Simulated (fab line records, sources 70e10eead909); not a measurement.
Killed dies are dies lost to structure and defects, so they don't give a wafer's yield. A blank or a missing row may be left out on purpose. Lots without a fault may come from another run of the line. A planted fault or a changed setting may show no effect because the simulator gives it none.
Which tool did it? | flow nand_harc | 6 lots, 18 wafers sampled, at 4 steps of a route of 1159

WHAT THE GAUGES READ, wafer by wafer
NHARC_A_SLIT_CD_MEAS_21.
lot  | measured     | on        | cd_nm (nm)
L163 | day 14 13:06 | cd_sem-02 | 289.7 292.2 289.9
L166 | day 15 12:17 | cd_sem-03 | 289.4 290.7 290.0
L172 | day 16 20:58 | cd_sem-01 | 289.3 289.6 289.6
L175 | day 17 11:38 | cd_sem-02 | 291.3 291.6 291.3
L174 | day 17 12:14 | cd_sem-01 | 289.9 289.6 289.6
L185 | day 19 19:41 | cd_sem-01 | 290.1 288.8 288.2

WHICH TOOL RAN EACH LOT (tool, then ch and the chambers of the sampled wafers, then the start)
lot  | NHARC_A_SGD_CUT_ETCH_58            | NHARC_A_SGD_CUT_CMP_21        | NHARC_A_SLIT_EXPOSE_06
L163 | rie_diel-04 ch 1,2,3, day 13 23:59 | cmp-02 ch 0,1,2, day 14 05:35 | arfi_scanner-02 ch 0, day 14 09:23
L166 | rie_diel-03 ch 0,2,3, day 14 19:35 | cmp-01 ch 0,1, day 15 01:58   | arfi_scanner-03 ch 0, day 15 05:51
L172 | rie_diel-07 ch 0,1,3, day 16 04:34 | cmp-03 ch 0,2,3, day 16 10:10 | arfi_scanner-01 ch 0, day 16 16:12
L175 | rie_diel-04 ch 0,1, day 16 19:30   | cmp-03 ch 1,2,3, day 17 00:55 | arfi_scanner-01 ch 0, day 17 05:51
L174 | rie_diel-03 ch 1,2, day 16 21:30   | cmp-01 ch 0,2, day 17 01:02   | arfi_scanner-02 ch 0, day 17 06:05
L185 | rie_diel-04 ch 0,1,2, day 19 07:13 | cmp-02 ch 0,2,3, day 19 12:20 | arfi_scanner-03 ch 0, day 19 15:58
- NHARC_A_SGD_CUT_ETCH_58: etches the open film in CF4, target depth 39 nm, time 65 s.
- NHARC_A_SGD_CUT_CMP_21: polishes, target thk 148.19 nm.
- NHARC_A_SLIT_EXPOSE_06: exposes mask SLIT.

THE ANSWER, worked out from the rows above alone
Rule: what is usual is taken from the lots themselves. Put in order of their means at a reading, lots are off if they are a third of the lots or fewer, leave a main group of 4 or more, and stand apart from it by a gap of 3 or more times the standard deviation of the main group's means; of several such gaps the widest counts. A main group whose means are all the same, to the digits that the tables above print for the reading, isn't used. A lot without any number at a reading at which 4 lots or more have one is off too. The other lots that the step has rows for count as sound.
No lot is off at any reading shown: from this, nothing can be told.

WHAT THE SIMULATOR HAD PUT IN
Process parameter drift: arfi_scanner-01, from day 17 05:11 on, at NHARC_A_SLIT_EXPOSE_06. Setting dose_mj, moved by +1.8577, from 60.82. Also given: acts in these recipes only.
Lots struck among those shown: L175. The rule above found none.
